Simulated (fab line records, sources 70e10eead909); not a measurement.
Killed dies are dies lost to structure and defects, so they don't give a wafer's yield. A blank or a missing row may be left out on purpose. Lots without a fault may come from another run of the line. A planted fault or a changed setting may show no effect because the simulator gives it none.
fab line records | flow nand_harc
record lots=5 wafers=15 last_day=34
route steps=1302 shown P_ZERO_WELL@68 P_STI@69 END@1302
lots that met no fault: from a run of the same line without faults
start_h: hours from the record's first day to the start of the lot's first wafer shown | wait_h: hours since the lot's step before | " the same as in the row above | L1.1+2: a row that stands for several wafers | - no value, or no start given | * or withheld: withheld | < > ~ a bound
route shown NAME@n: a module of which the file shows steps, and the number in the route of the first | usual: mean/standard deviation of fault-free wafers | same: alike in all rows | chamber/n: place in a boat | sites: the reading at each site | _std_site: their standard deviation | _edge_site: outer sites' mean less inner sites' | radius_mm: how far each site lies from the wafer's centre | mask NAME#n: copy n | behind: the tool/chamber that last shaped the wafer | hold: why the lot was held/for how many hours/how that ended | device: the transistor (n, p or np) that didn't switch | end of line: the same wafers' tests at the end of the route | a step without rows: its recipe alone | killed: dies lost to structure and defects at the first sort, not the wafer's yield | map: a wafer's dies, x killed, . not, _ none there
set.NAME: the setting as run; set.NAME@STEP: as run at that earlier step | model.NAME: the simulator's own value behind a step, which no gauge read
lots at some steps of the route; a table a step, a row a wafer
services: from which hour (start_h, from the record's first day; less than 0 if before it) a tool's chamber was out of use, for how many hours, and why
## steps
# step NHARC_P_ZERO_WELL_INSPECT_43
# usual raw_defect_count=12/6
# columns lot.wafer tool chamber start_h wait_h raw_defect_count
L566.2 defect_inspect-01 - 57.52 0.5 9
L566.3 " - " " 10
L566.6 " - " " 13
L571.2 defect_inspect-01 - 107.71 0.5 17
L571.4 " - " " 17
L571.6 " - " " 12
L573.1 defect_inspect-01 - 127.83 0.6 11
L573.5 " - " " 17
L573.6 " - " " 9
L582.2 defect_inspect-01 - 217.75 0.5 11
L582.3 " - " " 13
L582.5 " - " " 18
L586.1 defect_inspect-02 - 257.50 0.6 17
L586.2 " - " " 13
L586.3 " - " " 20
# step NHARC_P_STI_ETCH_26
# recipe target_depth_a=110 chemistry=dHF material=SiO2
# step NHARC_P_STI_PRECLEAN_27
# recipe time_s=* temp_c=50 bath_age_min=0 chemistry=SC1
# step NHARC_P_STI_SRD_28
# step NHARC_P_STI_OXIDE_29
# recipe target_thk_a=100 temp_c=900 ox_time_s=1362 material=SiO2
# step NHARC_P_STI_HM_DEP_30
# recipe target_thk_a=800 temp_c=790 pressure_mtorr=300 time_s=873 material=Si3N4
# step NHARC_P_STI_DEHYDRATE_01
# recipe temp_c=150 time_s=120
# step NHARC_P_STI_HMDS_02
# recipe time_s=30
# step NHARC_P_STI_COAT_41
# recipe temp_c=200 time_s=65
# step NHARC_P_STI_COAT_03
# recipe spin_rpm=2000 resist_thk_nm=600
# step NHARC_P_STI_SOFTBAKE_04
# recipe temp_c=125 time_s=70
# step NHARC_P_STI_EBR_05
# step NHARC_P_STI_EXPOSE_06
# recipe na=0.55 target_cd_nm=200 dose_mj=37.69 mask_id=P_STI
# usual stage_vel_mm_s=500.04/0.26
# columns lot.wafer tool chamber start_h wait_h mask stage_vel_mm_s
L566.2 krf_scanner-02 0 71.69 - P_STI#0 499.96
L566.3 " 0 " " P_STI#0 499.96
L566.6 " 0 " " P_STI#0 500.39
L571.2 krf_scanner-04 0 123.94 - P_STI#0 500.14
L571.4 " 0 " " P_STI#0 500.02
L571.6 " 0 " " P_STI#0 500.25
L573.1 krf_scanner-02 0 145.43 - P_STI_R1#0 499.46
L573.5 " 0 " " P_STI_R1#0 499.51
L573.6 " 0 " " P_STI_R1#0 500.19
L582.2 krf_scanner-03 0 235.37 - P_STI#0 500.08
L582.3 " 0 " " P_STI#0 500.09
L582.5 " 0 " " P_STI#0 499.78
L586.1 krf_scanner-03 0 273.08 - P_STI#0 499.87
L586.2 " 0 " " P_STI#0 499.51
L586.3 " 0 " " P_STI#0 499.91
# step NHARC_P_STI_PEB_07
# recipe peb_temp_c=128 peb_time_s=80
# step NHARC_P_STI_DEVELOP_08
# recipe time_s=50 dev_temp_c=22
# step NHARC_P_STI_CD_MEAS_09
# recipe target_cd_nm=200 landing_energy_ev=500
# usual cd_nm=200.4/2.3
# columns lot.wafer tool chamber start_h wait_h cd_nm
L566.2 cd_sem-01 0 71.84 - 199.4
L566.3 " 0 " " 198.4
L566.6 " 0 " " 200.9
L571.2 cd_sem-01 0 124.09 - 199.8
L571.4 " 0 " " 197.9
L571.6 " 0 " " 200.1
L573.1 cd_sem-01 0 145.58 - 197.7
L573.5 " 0 " " 195.9
L573.6 " 0 " " 196.3
L582.2 cd_sem-03 0 235.52 - 201.3
L582.3 " 0 " " 197.5
L582.5 " 0 " " 198.6
L586.1 cd_sem-02 0 273.23 - 200.6
L586.2 " 0 " " 199.3
L586.3 " 0 " " 197.7
# step NHARC_P_STI_OVL_MEAS_10
# usual overlay_x_nm=-1/5.9 overlay_y_nm=1/5.4
# columns lot.wafer tool chamber start_h wait_h overlay_x_nm overlay_y_nm
L566.2 overlay-02 - 71.92 - 10 -10
L566.3 " - " " 9 -10
L566.6 " - " " 9 -10
L571.2 overlay-01 - 124.17 - 3 -8
L571.4 " - " " 2 -8
L571.6 " - " " 3 -8
L573.1 overlay-01 - 145.67 - 0 -2
L573.5 " - " " -1 -2
L573.6 " - " " 0 -2
L582.2 overlay-01 - 235.61 - -6 1
L582.3 " - " " -6 0
L582.5 " - " " -6 0
L586.1 overlay-02 - 273.32 - -1 -1
L586.2 " - " " 0 -1
L586.3 " - " " -1 -1
# step NHARC_P_STI_INSPECT_11
# usual raw_defect_count=5.2/2.5
# columns lot.wafer tool chamber start_h wait_h raw_defect_count
L566.2 defect_inspect-02 - 71.96 0.0 6
L566.3 " - " " 4
L566.6 " - " " 9
L571.2 defect_inspect-01 - 124.23 0.1 8
L571.4 " - " " 9
L571.6 " - " " 6
L573.1 defect_inspect-01 - 145.70 0.0 9
L573.5 " - " " 6
L573.6 " - " " 6
L582.2 defect_inspect-02 - 235.64 0.0 4
L582.3 " - " " 3
L582.5 " - " " 6
L586.1 defect_inspect-02 - 273.37 0.1 6
L586.2 " - " " 11
L586.3 " - " " 4
# step NHARC_P_STI_HARDBAKE_13
# recipe temp_c=118 time_s=65
# step NHARC_P_STI_DESCUM_14
# recipe time_s=3 o2_flow_sccm=200 ar_flow_sccm=0 bias_power_w=0 chemistry=O2
# usual drypump_motor_current_A=5.4/0.43 oes_product_au=1.001/0.012 rf_vpp_V=57.7/0.73 showerhead_plenum_p_Torr=1.89/0.064 throttle_valve_pct=11.311/0.0095
# columns lot.wafer tool chamber start_h wait_h drypump_motor_current_A oes_product_au rf_hours_counter_h rf_vpp_V showerhead_plenum_p_Torr throttle_valve_pct model.P_STI.cd_nm
L566.2 rie_diel-11 2 72.09 - 5.7 1.009 9 58.1 1.90 11.328 199.2
L566.3 " 1 " " 5.4 0.978 8 57.4 1.93 11.312 198.1
L566.6 " 3 " " 5.0 1.009 - 57.1 1.94 11.307 200.6
L571.2 rie_diel-07 3 124.36 - 5.9 0.990 12 56.6 1.81 11.308 200.5
L571.4 " 2 " " 5.3 1.028 9 58.2 1.94 11.297 197.5
L571.6 " 0 " " 5.8 1.022 - 58.0 1.92 11.326 199.3
L573.1 rie_diel-07 1 145.84 - 4.7 0.999 0 57.3 1.79 11.312 197.3
L573.5 " 1 " " 4.7 0.993 - 58.4 1.79 11.302 195.6
L573.6 " 2 " " 5.3 1.020 - 58.0 1.94 11.316 196.2
L582.2 rie_diel-11 3 235.78 - 5.0 1.010 8 58.0 1.94 11.297 200.7
L582.3 " 0 " " 5.0 1.003 7 57.2 1.86 11.314 197
L582.5 " 3 " " 4.9 1.002 - 57.0 1.94 11.311 198.2
L586.1 rie_diel-07 3 273.50 - 5.9 1.005 9 57.2 1.81 11.308 200.1
L586.2 " 0 " " 5.8 0.997 7 57.7 1.92 11.293 199.2
L586.3 " 2 " " 5.3 1.023 9 57.8 1.94 11.329 196.8
# step NHARC_P_STI_ETCH_42
# recipe target_depth_a=800 overetch_a=240 time_s=61 ion_energy_ev=200 n2_flow_sccm=150 h2_flow_sccm=150 ar_flow_sccm=0 rf_w=400 bias_w=150 chemistry=N2/H2
# usual drypump_motor_current_A=5.4/0.44 h2_flow_sccm=150.0/0.48 oes_product_au=1.002/0.012 rf_vpp_V=429.9/2.1 showerhead_plenum_p_Torr=2.01/0.07 throttle_valve_pct=14.171/0.0084
# columns lot.wafer tool chamber start_h wait_h drypump_motor_current_A h2_flow_sccm oes_product_au rf_hours_counter_h rf_vpp_V showerhead_plenum_p_Torr throttle_valve_pct
L566.2 rie_diel-11 1 72.18 0.1 5.4 150.3 0.982 8 432.4 2.06 14.190
L566.3 " 3 " " 4.9 150.2 1.013 8 430.3 2.07 14.178
L566.6 " 2 " " 5.7 149.5 1.025 - 429.6 2.02 14.169
L571.2 rie_diel-07 2 124.45 0.1 5.3 150.9 1.022 9 431.7 2.07 14.172
L571.4 " 3 " " 5.9 150.3 1.004 12 427.6 1.93 14.179
L571.6 " 2 " " 5.3 150.3 1.025 - 430.4 2.07 14.169
L573.1 rie_diel-07 0 145.93 0.1 5.8 150.0 1.002 0 431.6 2.05 14.176
L573.6 " 3 " " 5.9 149.2 0.996 - 428.4 1.93 14.191
L573.5 " 0 " " 5.8 150.4 1.003 - 431.4 2.05 14.164
L582.3 rie_diel-11 2 235.86 0.1 5.7 149.6 0.991 6 429.4 2.02 14.170
L582.2 " 3 " " 4.9 149.9 0.997 8 431.7 2.06 14.168
L582.5 " 2 " " 5.7 149.5 0.996 - 430.3 2.02 14.172
L586.3 rie_diel-07 3 273.59 0.1 5.9 150.7 1.024 9 426.4 1.92 14.177
L586.2 " 0 " " 5.8 149.4 1.001 7 430.2 2.05 14.173
L586.1 " 2 " " 5.4 150.0 1.015 9 432.3 2.07 14.175
# step NHARC_P_STI_ETCH_31
# recipe target_depth_a=1089 time_s=54.5 cf4_flow_sccm=100 chf3_flow_sccm=30 ar_flow_sccm=0 rf_w=500 bias_w=200 chemistry=CF4/CHF3
# usual chf3_flow_sccm=29.99/0.088 drypump_motor_current_A=5.4/0.42 oes_product_au=0.961/0.018 rf_vpp_V=369.9/1.8 showerhead_plenum_p_Torr=1.55/0.05 throttle_valve_pct=16.802/0.0092
# columns lot.wafer tool chamber start_h wait_h chf3_flow_sccm drypump_motor_current_A oes_product_au rf_hours_counter_h rf_vpp_V showerhead_plenum_p_Torr throttle_valve_pct
L566.3 rie_diel-11 3 - - 30.01 4.9 0.955 8 370.5 1.59 16.810
L566.2 " 1 " " 30.01 5.4 0.957 8 371.1 1.59 16.783
L566.6 " 3 " " 29.99 5.0 0.953 - 371.0 1.59 16.810
L571.2 rie_diel-07 3 - - 29.94 5.9 0.947 12 367.3 1.49 16.803
L571.4 " 0 " " 29.91 5.8 0.978 11 370.6 1.58 16.811
L571.6 " 2 " " 30.02 5.3 0.996 - 370.1 1.60 16.802
L573.1 rie_diel-07 3 - - 29.88 5.9 0.978 0 368.3 1.49 16.809
L573.6 " 1 " " 30.08 4.6 0.959 - 367.4 1.48 16.808
L573.5 " 2 " " 30.11 5.4 0.984 - 372.8 1.60 16.808
L582.3 rie_diel-11 3 - - 29.93 4.9 0.943 8 370.8 1.59 16.802
L582.2 " 0 " " 29.93 5.1 0.962 7 369.4 1.54 16.814
L582.5 " 0 " " 30.01 5.0 0.957 - 370.2 1.54 16.793
L586.1 rie_diel-07 0 - - 29.94 5.8 0.948 7 370.2 1.58 16.809
L586.2 " 1 " " 29.91 4.7 0.973 10 366.0 1.47 16.801
L586.3 " 2 " " 30.08 5.3 0.994 9 371.1 1.59 16.802
# step NHARC_P_STI_ETCH_15
# recipe target_depth_a=3000 taper_deg=4 time_s=100.1 hbr_flow_sccm=150 cl2_flow_sccm=50 rf_w=400 icp_w=400 bias_w=100 chemistry=HBr/Cl2
# usual drypump_motor_current_A=5.9/0.52 he_backside_leak_sccm=2.68/0.24 oes_product_au=0.998/0.011 throttle_valve_pct=26.407/0.0086
# columns lot.wafer tool chamber start_h wait_h drypump_motor_current_A he_backside_leak_sccm oes_product_au rf_hours_counter_h throttle_valve_pct model.P_STI.cd_nm
L566.2 rie_si-02 2 72.39 - 5.3 2.36 0.992 1.0 26.401 198.4
L566.3 " 3 " " 6.6 2.56 0.992 0.9 26.421 196.5
L566.6 " 2 " " 5.3 2.22 1.005 - 26.396 200.4
L571.2 rie_si-02 0 124.65 - 5.5 2.48 0.997 0.1 26.426 200.6
L571.4 " 2 " " 5.2 2.57 0.986 0.1 26.405 194.7
L571.6 " 0 " " 5.5 2.48 0.998 - 26.395 199
L573.1 rie_si-05 2 146.13 - 4.8 2.56 0.993 0.1 26.389 198.1
L573.5 " 1 " " 5.6 2.88 1.004 - 26.412 196
L573.6 " 2 " " 4.9 2.50 1.003 - 26.403 193.6
L582.2 rie_si-02 3 236.09 - 6.6 2.74 1.008 0.9 26.416 200.6
L582.3 " 0 " " 5.5 2.41 1.000 0.7 26.420 195.3
L582.5 " 1 " " 5.6 2.29 0.989 - 26.417 195.7
L586.2 rie_si-05 0 273.79 - 5.9 2.82 0.987 1.1 26.410 199.8
L586.1 " 1 " " 5.6 2.75 1.008 1.0 26.387 199.9
L586.3 " 2 " " 4.9 2.64 1.005 0.8 26.408 196.9
# step NHARC_P_STI_CD_MEAS_16
# usual cd_nm=199.7/2.5
# columns lot.wafer tool chamber start_h wait_h cd_nm
L566.2 cd_sem-03 - 72.54 - 198.1
L566.3 " - " " 196.4
L566.6 " - " " 200.5
L571.2 cd_sem-02 - 124.80 - 200.8
L571.4 " - " " 194.3
L571.6 " - " " 199.1
L573.1 cd_sem-03 - 146.27 - 197.8
L573.5 " - " " 196.0
L573.6 " - " " 193.7
L582.2 cd_sem-02 - 236.22 - 200.7
L582.3 " - " " 195.1
L582.5 " - " " 195.6
L586.1 cd_sem-01 - 273.94 - 200.0
L586.2 " - " " 199.6
L586.3 " - " " 196.9
# step NHARC_END_SORT_01
# recipe temp_c=25
# usual killed_at_array=56/19 killed_at_other=0.8/1.1 killed_at_periphery=3.4/2.5 killed_dies=60/19 killed_open=2.9/1.7 killed_short=2.4/1.6
# same gross_dies=677
# columns lot.wafer tool chamber start_h wait_h killed_at_array killed_at_other killed_at_periphery killed_dies killed_open killed_short
L566.2 prober-02 0 584.27 2.8 47 0 7 54 5 1
L566.3 prober-02 0 585.08 3.1 48 0 4 52 3 4
L566.6 prober-02 0 587.49 4.0 41 1 4 46 6 2
L582.5 prober-01 0 746.23 3.7 42 0 1 43 0 2
# killed by level:class
L566.2 A_CHANNEL_HOLE_D2:chamber_film_flake=29 P_GATE:chamber_film_flake=4 A_M1:chamber_film_flake=4 A_SOURCE_PLATE:geometric_particle:open=2 P_M1:chamber_film_flake=2 A_CHANNEL_HOLE_D1:chamber_film_flake=2 A_CONTACT:chamber_film_flake=2 P_GATE:geometric_particle:open=1
L566.3 A_CHANNEL_HOLE_D2:chamber_film_flake=36 A_STAIRCASE:chamber_film_flake=3 A_WL_FILL:geometric_particle:short=2 P_GATE:chamber_film_flake=2 P_M0:geometric_particle:short=1 A_ONON_D2:geometric_particle:open=1 A_CHANNEL_FILL_D2:geometric_particle:short=1 A_SGD_CUT:geometric_particle:open=1
L566.6 A_CHANNEL_HOLE_D2:chamber_film_flake=26 A_CHANNEL_HOLE_D1:chamber_film_flake=4 A_CHANNEL_FILL_D2:geometric_particle:open=2 P_GATE:chamber_film_flake=2 A_M1:chamber_film_flake=2 P_M0:geometric_particle:open=1 A_DECK1_JOINT:geometric_particle:open=1 A_DECK1_JOINT:geometric_particle:short=1
L582.5 A_CHANNEL_HOLE_D1:chamber_film_flake=32 A_SLIT:chamber_film_flake=4 A_STAIRCASE:chamber_film_flake=2 A_ONON_D1:geometric_particle:short=1 A_M0:geometric_particle:short=1 P_M1:chamber_film_flake=1 A_ZERO_WELL:chamber_film_flake=1 A_CONTACT:chamber_film_flake=1
## services
# columns tool chamber start_h hours kind
krf_scanner-03 - 52.00 4.0 pm
rie_diel-07 - 68.37 2.4 repair
rie_diel-11 - 78.50 9.0 pm
krf_scanner-02 - 82.10 0.1 repair
rie_si-05 2 82.25 13.8 repair
krf_scanner-02 - 84.07 1.5 repair
rie_diel-11 0 89.06 12.5 repair
krf_scanner-02 - 94.00 4.0 pm
rie_si-02 - 100.00 9.0 pm
rie_diel-07 2 104.36 3.2 repair
rie_diel-07 1 110.61 2.5 repair
rie_si-02 0 113.52 5.0 repair
rie_si-05 - 128.00 9.0 pm
rie_diel-07 - 129.18 9.0 pm
rie_diel-07 2 160.20 5.7 repair
rie_diel-07 0 166.78 35.2 repair
krf_scanner-03 - 170.26 0.8 repair
rie_diel-11 1 185.00 8.2 repair
rie_diel-11 2 185.96 24.1 repair
rie_si-02 0 189.52 20.6 repair
rie_diel-11 1 194.42 8.4 repair
rie_diel-07 2 196.63 1.9 repair
krf_scanner-03 - 224.00 4.0 pm
rie_diel-11 - 255.60 9.0 pm
## key
first_sign step=NHARC_P_STI_EXPOSE_06 reading=mask direction=changed
effect none on later readings
model_effect step=NHARC_P_STI_DESCUM_14 value=P_STI.cd_nm without=200.3 struck=196.4
model_effect step=NHARC_P_STI_ETCH_15 value=P_STI.cd_nm without=199.8 struck=195.9
met_at NHARC_P_STI_EXPOSE_06
struck_wafers L573.1,L573.5,L573.6
tester_left_out L573
onset_between 71.69 145.43
fault kind=wrong_mask tool=any chamber=- onset_h=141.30 steps=NHARC_P_STI_EXPOSE_06 aux_copy=P_STI_R1#0 cd_offset_nm=-3.9013 scope=struck_lots_only
# tester_left_out: of these lots the tester's yield and bins aren't shown, on N5 and GAA mostly nor the transistor test; their killed dies are dies lost to structure and defects alone, not to doping, threshold or leakage, so they don't give the yield
